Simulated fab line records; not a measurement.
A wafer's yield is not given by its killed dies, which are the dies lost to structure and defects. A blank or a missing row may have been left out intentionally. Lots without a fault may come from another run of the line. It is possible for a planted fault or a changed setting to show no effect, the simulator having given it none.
Which tool was responsible? ; flow nandHarc ; 33 wafers from 11 lots sampled at 6 of the route's 1159 steps

== WHAT THE GAUGES READ, wafer by wafer ==
NHARC_A_M0_CD_MEAS_16. Usual: cdNm at 80.2 nm, with a standard deviation of 0.77.
lot;measured;on;cdNm (nm);flag
L447;day 17 17:27;cdSem-03;80.5 79.1 80.4;
L450;day 17 21:42;cdSem-02;80.7 80.1 80.0;
L446;day 18 00:14;cdSem-01;79.7 77.7 80.5;
L451;day 18 02:40;cdSem-01;81.1 80.1 79.8;
L452;day 18 17:32;cdSem-03;78.3 78.4 78.7;
L458;day 20 17:47;cdSem-01;81.0 79.1 79.5;
L461;day 20 23:17;cdSem-02;81.2 80.3 80.0;
L462;day 20 23:26;cdSem-03;80.3 80.3 80.2;
L459;day 21 02:34;cdSem-03;80.1 81.0 80.8;
L465;day 22 05:06;cdSem-03;78.5 80.2 80.8;
L468;day 22 19:09;cdSem-03;80.0 80.4 80.1;

NHARC_A_M1_CD_MEAS_09: the cd target is 120 nm. Usual: cdNm at 119.6 nm, with a standard deviation of 0.69.
lot;measured;on;cdNm (nm);flag
L447;day 17 20:55;cdSem-02;119.3 119.4 120.6;
L450;day 18 01:22;cdSem-01;119.9 120.5 119.8;
L446;day 18 03:55;cdSem-01;119.9 119.8 120.0;
L451;day 18 06:21;cdSem-02;119.9 119.6 120.6;
L452;day 18 21:08;cdSem-01;119.7 120.4 121.0;
L458;day 20 22:04;cdSem-01;130.9 130.8 131.8 131.0 130.9 131.6;OFF
L461;day 21 02:52;cdSem-01;118.9 118.8 119.6;
L462;day 21 03:12;cdSem-02;127.6 127.6 128.4 127.6 127.4 128.1;OFF
L459;day 21 06:23;cdSem-02;128.2 126.6 127.5 128.4 126.6 127.6;OFF
L465;day 22 08:56;cdSem-02;120.1 120.6 119.7;
L468;day 22 22:34;cdSem-01;120.4 119.6 119.6;

NHARC_END_SORT_01. Usual: defectLimitedYield 95.2 %, standard deviation 1.6; killedAtArray 29, standard deviation 11; killedAtOther 0.6, standard deviation 0.75; killedAtPeriphery 3.1, standard deviation 2.1; killedDies 32, standard deviation 11; killedOpen 3.0, standard deviation 1.8; killedShort 1.8, standard deviation 1.3; sort_bin_2_pct 1.5 %, standard deviation 0.7; sort_bin_3_pct 0.26 %, standard deviation 0.22; sort_bin_4_pct 3.0 %, standard deviation 1; sortNPass 645, standard deviation 11; sortRimYieldPct 94.9 %, standard deviation 3; sortYieldPct 95.2 %, standard deviation 1.6.
lot;measured;on;defectLimitedYield (%);killedAtArray;killedAtOther;killedAtPeriphery;killedDies;killedOpen;killedShort;sort_bin_2_pct (%);sort_bin_3_pct (%);sort_bin_4_pct (%);sortNPass;sortRimYieldPct (%);sortYieldPct (%);flag
L451;day 20 04:32;prober-01;96.3 96.6 96.0;22 21 19;0 0 2;3 2 6;25 23 27;2 4 6;0 2 3;1.3 0.4 0.9;0 0.15 0.15;2.4 2.8 3.0;652 654 650;98.1 97.2 100.0;96.3 96.6 96.0;
L452;day 20 18:35;prober-02;94.7 94.8 93.1;31 33 40;0 0 1;5 2 6;36 35 47;3 2 3;0 2 4;2.5 1.3 2.5;0 0.15 0.30;2.8 3.7 4.1;641 642 630;93.4 92.5 95.3;94.7 94.8 93.1;
L458;day 23 01:32;prober-02;97.0 97.6 97.3;17 15 15;0 0 0;3 1 3;20 16 18;5 0 5;2 1 2;0.4 0.3 0.4;0.15 0.59 0.30;2.4 1.5 1.9;657 661 659;99.1 99.1 96.2;97.0 97.6 97.3;
L461;day 23 03:14;prober-01;92.5 93.9 92.2;50 38 52;0 0 1;1 3 0;51 41 53;2 5 2;2 2 3;3.4 2.7 2.4;0.44 0.30 0.30;3.7 3.1 5.2;626 636 624;88.7 91.5 97.2;92.5 93.9 92.2;
L462;day 23 03:31;prober-02;92.2 93.5 94.7;49 38 34;2 2 0;2 4 2;53 44 36;2 4 3;4 3 1;1.5 2.4 1.6;0.15 0.59 0.30;6.2 3.5 3.4;624 633 641;95.3 97.2 94.3;92.2 93.5 94.7;
L459;day 23 07:32;prober-01;95.1 95.3 96.0;28 26 24;0 2 1;5 4 2;33 32 27;4 6 3;3 2 3;1.5 1.9 1.5;0.74 0.59 0;2.7 2.2 2.5;644 645 650;92.5 94.3 93.4;95.1 95.3 96.0;
L468;day 24 10:47;prober-01;95.6 94.5 95.4;22 34 29;1 2 0;7 1 2;30 37 31;4 1 3;3 2 0;0.9 1.5 1.9;0 0.30 0.30;3.5 3.7 2.4;647 640 646;94.3 95.3 92.5;95.6 94.5 95.4;

== TOOL THAT RAN EACH LOT (tool first, then ch and the chambers of the sampled wafers, then the start) ==
lot;NHARC_A_M0_DEGAS_28;NHARC_A_M1_EXPOSE_06;NHARC_A_M1_DESCUM_14
L447;pvdSputter-01, day 17 18:04;arfiScanner-02 ch 0, day 17 20:47;rieDiel-07 ch 1,2,3, day 17 21:08
L450;pvdSputter-03, day 17 22:19;arfiScanner-02 ch 0, day 18 01:14;rieDiel-05 ch 0,2,3, day 18 01:33
L446;pvdSputter-03, day 18 00:53;arfiScanner-01 ch 0, day 18 03:46;rieDiel-09 ch 0,1, day 18 04:05
L451;pvdSputter-03, day 18 03:20;arfiScanner-01 ch 0, day 18 06:13;rieDiel-07 ch 2,3, day 18 06:32
L452;pvdSputter-01, day 18 18:10;arfiScanner-01 ch 0, day 18 20:59;rieDiel-07 ch 0,1, day 18 21:19
L458;pvdSputter-01, day 20 18:24;arfiScanner-02 ch 0, day 20 21:56;rieDiel-07 ch 1,3, day 21 03:26
L461;pvdSputter-03, day 20 23:56;arfiScanner-01 ch 0, day 21 02:44;rieDiel-09 ch 0,2, day 21 03:03
L462;pvdSputter-02, day 21 00:06;arfiScanner-02 ch 0, day 21 03:04;rieDiel-05 ch 0,1,3, day 21 10:02
L459;pvdSputter-03, day 21 03:10;arfiScanner-02 ch 0, day 21 06:14;rieDiel-09 ch 0,1, day 21 08:26
L465;pvdSputter-01, day 22 05:44;arfiScanner-01 ch 0, day 22 08:48;rieDiel-05 ch 0,1,2, day 22 09:08
L468;pvdSputter-02, day 22 19:46;arfiScanner-01 ch 0, day 22 22:26;rieDiel-05 ch 0,1,3, day 22 22:45
- NHARC_A_M0_DEGAS_28: time 60 s.
- NHARC_A_M1_EXPOSE_06: exposes mask A M1, target cd 120 nm.
- NHARC_A_M1_DESCUM_14: chemistry O2, time 3 s.

== AS READ BY THE TOOLS THEMSELVES (means over the sampled wafers that have a number; for cases with no such wafer, the mark the record gives instead) ==
NHARC_A_M0_DEGAS_28. Usual: heaterPowerW at 322 W, with a standard deviation of 28.
lot;tool;heaterPowerW (W);flag
L447;pvdSputter-01;323;
L450;pvdSputter-03;308;
L446;pvdSputter-03;316;
L451;pvdSputter-03;300;
L452;pvdSputter-01;361;
L458;pvdSputter-01;333;
L461;pvdSputter-03;318;
L462;pvdSputter-02;318;
L459;pvdSputter-03;322;
L465;pvdSputter-01;339;
L468;pvdSputter-02;330;

NHARC_A_M1_EXPOSE_06. Usual: exposureDoseMJCm2 at 75.10, with a standard deviation of 0.087.
lot;tool;exposureDoseMJCm2;flag
L447;arfiScanner-02;75.16;
L450;arfiScanner-02;75.07;
L446;arfiScanner-01;75.09;
L451;arfiScanner-01;75.09;
L452;arfiScanner-01;75.01;
L458;arfiScanner-02;89.75;OFF
L461;arfiScanner-01;75.03;
L462;arfiScanner-02;87.01;OFF
L459;arfiScanner-02;84.56;OFF
L465;arfiScanner-01;75.03;
L468;arfiScanner-01;75.04;

NHARC_A_M1_DESCUM_14. Usual: drypumpMotorCurrentA 5.6 A, standard deviation 0.45; oesProductAu 1.000 a.u., standard deviation 0.0088; rfVppV 57.7 V, standard deviation 0.88; showerheadPlenumPTorr 1.92 Torr, standard deviation 0.072; throttleValvePct 11.311 %, standard deviation 0.0091.
lot;tool;drypumpMotorCurrentA (A);oesProductAu (a.u.);rfVppV (V);showerheadPlenumPTorr (Torr);throttleValvePct (%);flag
L447;rieDiel-07;5.3;1.001;57.3;1.90;11.316;
L450;rieDiel-05;6.0;1.007;57.3;1.88;11.311;
L446;rieDiel-09;5.5;0.993;57.1;1.94;11.308;
L451;rieDiel-07;5.3;1.003;58.6;1.91;11.318;
L452;rieDiel-07;5.3;1.004;57.9;1.96;11.304;
L458;rieDiel-07;5.3;1.004;58.5;1.85;11.310;
L461;rieDiel-09;5.2;0.998;58.2;1.93;11.320;
L462;rieDiel-05;6.0;0.998;57.6;1.90;11.308;
L459;rieDiel-09;5.5;0.999;57.4;1.94;11.315;
L465;rieDiel-05;6.3;0.994;58.1;1.91;11.319;
L468;rieDiel-05;6.1;0.991;57.0;1.90;11.316;

== THE ANSWER, worked out from the rows above alone ==
Rule: a lot counts as off when the mean over its wafers that have a number is more than 3 standard deviations away from the usual mean. A lot without any number at a reading at which 4 lots or more have one is off too. The other lots that the step has rows for count as sound. Order of review: gauges by route order, followed by the tools' own readings, for which a lot's mean as printed above is used. The first step at which some lot is off is used, and at that step the reading that is off furthest; a lot without a number counts as furthest.
Off: L458, L462, L459 (NHARC_A_M1_CD_MEAS_09, cdNm).
A tool fits if, at a process step before that reading, it ran every lot that is off, and no sound lot after the first of them. The gauges at NHARC_A_M1_CD_MEAS_09 aren't tried: what is off there is off at NHARC_A_M1_EXPOSE_06 too, on other tools, and a gauge's error can't cause that. One candidate fits, namely arfiScanner-02 at NHARC_A_M1_EXPOSE_06. A fault onset in the window from L450 (day 18 01:14, its last sound lot) to L458 (day 20 21:56, its first lot off) fits.
On the lots that are off, the tool's own readings at NHARC_A_M1_EXPOSE_06 differ by more than 5 times the standard deviation of the sound lots' means, which bears it out; exposureDoseMJCm2 reads 87.11 there versus 75.06 on the sound lots.

== WHAT WAS PUT IN BY THE SIMULATOR ==
Process parameters drifting: arfiScanner-02 at NHARC_A_M1_EXPOSE_06, beginning at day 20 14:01. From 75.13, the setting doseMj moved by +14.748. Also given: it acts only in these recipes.
Shown lots that were struck: L458, L462, L459. The rule above found the same.
